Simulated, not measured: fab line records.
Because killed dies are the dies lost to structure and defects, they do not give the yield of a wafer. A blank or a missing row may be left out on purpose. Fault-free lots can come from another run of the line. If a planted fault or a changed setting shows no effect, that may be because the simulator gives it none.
Matching of chambers || flow nand-harc || ald-metal-01 running NHARC_A_BLC_ALD_23: 4 sister chambers
The step deposits TiN, target thk 3 nm, pulse time 1 s, ald cycles 150. 4 wafers are shown with their chamber, then 7 later ones without.

== WAFERS, EACH WITH ITS CHAMBER ==
{"wafer": "L679.1", "chamber": 3, "heater-power-outer-w (W)": 799}
{"wafer": "L682.3", "chamber": 2, "heater-power-outer-w (W)": 681}
{"wafer": "L696.1", "chamber": 0, "heater-power-outer-w (W)": 612}
{"wafer": "L696.4", "chamber": 1, "heater-power-outer-w (W)": 817}

== WAFERS MISSING THEIR CHAMBER ==
{"wafer": "L696.6", "heater-power-outer-w (W)": 687}
{"wafer": "L697.3", "heater-power-outer-w (W)": 682}
{"wafer": "L697.5", "heater-power-outer-w (W)": 617}
{"wafer": "L697.6", "heater-power-outer-w (W)": 812}
{"wafer": "L699.2", "heater-power-outer-w (W)": 609}
{"wafer": "L699.3", "heater-power-outer-w (W)": 752}
{"wafer": "L699.4", "heater-power-outer-w (W)": 700}

== WHICH CHAMBER EACH WENT THROUGH ==
{"wafer": "L696.6", "from the rows above": 2, "in truth": 2}
{"wafer": "L697.3", "from the rows above": 2, "in truth": 2}
{"wafer": "L697.5", "from the rows above": 0, "in truth": 0}
{"wafer": "L697.6", "from the rows above": "can't be placed: 1 or 3", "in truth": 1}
{"wafer": "L699.2", "from the rows above": 0, "in truth": 0}
{"wafer": "L699.3", "from the rows above": "can't be placed: 3 or 1 or 2", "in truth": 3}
{"wafer": "L699.4", "from the rows above": 2, "in truth": 2}
Correctly placed: 5 of 7. From these rows, 2 cannot be placed; in 2 the true chamber is one of the candidates. 0 placed wrongly.
How it was worked out, from the rows above alone: a wafer's distance from a chamber is the root of the sum, over the readings, of the square of ((its reading less the chamber's mean) divided by the reading's scatter). The wafer belongs to the nearest chamber; if the next one is less than 2 further off, it can't be placed. Each chamber's mean is taken over the wafers shown for it. The scatter: root of mean squared gap, hidden wafer to nearest shown wafer, with one shown wafer a chamber.
